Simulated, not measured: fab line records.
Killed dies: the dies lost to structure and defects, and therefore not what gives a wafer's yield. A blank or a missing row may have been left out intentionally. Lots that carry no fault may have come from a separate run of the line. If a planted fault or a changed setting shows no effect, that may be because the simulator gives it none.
The tool behind it: which one? | flow nandHarc | 24 lots, 72 wafers sampled, at 2 steps of a route of 1302

## WHAT EACH GAUGE READ, for each wafer
NHARC_A_CONTACT_CD_MEAS_08 targets a cd of 200 nm. Usual: cdNm reads 200.1 nm (standard deviation 0.44).
lot  | measured     | on       | cdNm (nm)         | flag
L074 | day 22 16:32 | cdSem-03 | 199.5 200.1 199.7 | 
L075 | day 22 16:57 | cdSem-01 | 200.1 201.0 200.7 | 
L076 | day 23 06:32 | cdSem-02 | 199.7 200.7 200.5 | 
L077 | day 23 08:17 | cdSem-03 | 200.1 200.2 200.1 | 
L078 | day 23 11:31 | cdSem-02 | 199.5 200.0 199.7 | 
L079 | day 23 18:28 | cdSem-03 | 199.9 200.3 200.0 | 
L081 | day 25 00:55 | cdSem-02 | 200.1 200.0 199.2 | 
L080 | day 25 07:28 | cdSem-01 | 199.6 199.3 199.7 | 
L083 | day 25 23:36 | cdSem-03 | 200.5 200.5 199.8 | 
L082 | day 26 07:39 | cdSem-02 | 200.1 199.5 200.0 | 
L085 | day 27 05:12 | cdSem-01 | 200.6 201.3 200.6 | 
L086 | day 27 09:22 | cdSem-03 | 199.6 200.6 199.8 | 
L084 | day 27 10:27 | cdSem-01 | 201.1 201.1 200.9 | 
L087 | day 27 18:58 | cdSem-02 | 200.0 199.6 199.8 | 
L088 | day 28 07:26 | cdSem-02 | 200.0 200.7 200.3 | 
L089 | day 28 08:40 | cdSem-03 | 200.6 200.5 199.8 | 
L091 | day 29 10:53 | cdSem-01 | 200.3 200.1 200.6 | 
L092 | day 29 18:16 | cdSem-03 | 200.0 199.6 200.1 | 
L090 | day 29 20:19 | cdSem-02 | 200.2 200.4 200.4 | 
L093 | day 30 00:02 | cdSem-01 | 199.3 199.7 199.8 | 
L094 | day 30 18:14 | cdSem-01 | 200.8 200.2 199.2 | 
L095 | day 30 18:57 | cdSem-01 | 199.1 199.7 199.9 | 
L096 | day 31 16:41 | cdSem-03 | 200.1 200.6 200.3 | 
L097 | day 32 01:04 | cdSem-03 | 200.4 199.9 199.9 | 

## WHAT TOOL EACH LOT RAN ON (gives the tool, then ch and the chambers of the sampled wafers, and finally the start)
lot  | NHARC_A_CONTACT_DEP_85
L074 | pecvd-02 ch 1,2, day 22 15:49
L075 | pecvd-03 ch 0,1,2, day 22 16:15
L076 | pecvd-01 ch 0,1, day 23 05:52
L077 | pecvd-02 ch 0,1, day 23 07:32
L078 | pecvd-01 ch 0,2, day 23 10:55
L079 | pecvd-02 ch 0,1,2, day 23 17:44
L081 | pecvd-01 ch 0,2, day 25 00:19
L080 | pecvd-02 ch 0,1,2, day 25 06:46
L083 | pecvd-03 ch 0,1, day 25 23:03
L082 | pecvd-02 ch 0,1,2, day 26 07:08
L085 | pecvd-01 ch 0,2, day 27 04:28
L086 | pecvd-02 ch 0,1, day 27 08:42
L084 | pecvd-02 ch 0,1,2, day 27 09:56
L087 | pecvd-02 ch 0,1,2, day 27 18:15
L088 | pecvd-02 ch 0,1, day 28 06:44
L089 | pecvd-01 ch 0,1,2, day 28 08:07
L091 | pecvd-03 ch 0,1,2, day 29 10:10
L092 | pecvd-02 ch 1,2, day 29 17:27
L090 | pecvd-01 ch 0,1,2, day 29 19:43
L093 | pecvd-03 ch 0,1,2, day 29 23:26
L094 | pecvd-03 ch 0,1,2, day 30 17:42
L095 | pecvd-03 ch 1,2, day 30 18:14
L096 | pecvd-02 ch 0,2, day 31 15:58
L097 | pecvd-02 ch 0,1, day 32 00:31
- NHARC_A_CONTACT_DEP_85: deposits SiON, target thk 60 nm.

## AS READ BY THE TOOLS THEMSELVES (means over the sampled wafers that have a number; for cases with no such wafer, the mark the record gives instead)
NHARC_A_CONTACT_DEP_85. Usual: heaterPowerW 782 W, standard deviation 90; showerheadVppV 1140 V, standard deviation 61.
lot  | tool     | heaterPowerW (W) | showerheadVppV (V) | flag
L074 | pecvd-02 | 762              | 1111               | 
L075 | pecvd-03 | 860              | 1163               | 
L076 | pecvd-01 | 777              | 1221               | 
L077 | pecvd-02 | 753              | 1078               | 
L078 | pecvd-01 | 757              | 1161               | 
L079 | pecvd-02 | 780              | 1128               | 
L081 | pecvd-01 | 816              | 1161               | 
L080 | pecvd-02 | 775              | 1105               | 
L083 | pecvd-03 | 884              | 1179               | 
L082 | pecvd-02 | 763              | 1117               | 
L085 | pecvd-01 | 823              | 1219               | 
L086 | pecvd-02 | 717              | 1093               | 
L084 | pecvd-02 | 711              | 1127               | 
L087 | pecvd-02 | 709              | 1118               | 
L088 | pecvd-02 | 767              | 1084               | 
L089 | pecvd-01 | 780              | 1153               | 
L091 | pecvd-03 | 910              | 1158               | 
L092 | pecvd-02 | 717              | 1108               | 
L090 | pecvd-01 | 729              | 1157               | 
L093 | pecvd-03 | 849              | 1163               | 
L094 | pecvd-03 | 902              | 1150               | 
L095 | pecvd-03 | 781              | 1150               | 
L096 | pecvd-02 | 787              | 1139               | 
L097 | pecvd-02 | 785              | 1088               | 

## THE ANSWER, worked out from the rows above alone
Rule: a lot is off if the mean of its wafers that have a number lies more than 3 standard deviations from the usual mean. Also off: a lot with no number at a reading for which 4 or more lots have one. Any other lot the step has rows for is counted as sound. After the gauges, taken in route order, come the tools' own readings; for these a lot's mean is taken, as printed above. The first step at which some lot is off is used, and at that step the reading that is off furthest; a lot without a number counts as furthest.
No lot is off at any reading shown: from this, nothing can be told.

## WHAT WAS PUT IN BY THE SIMULATOR
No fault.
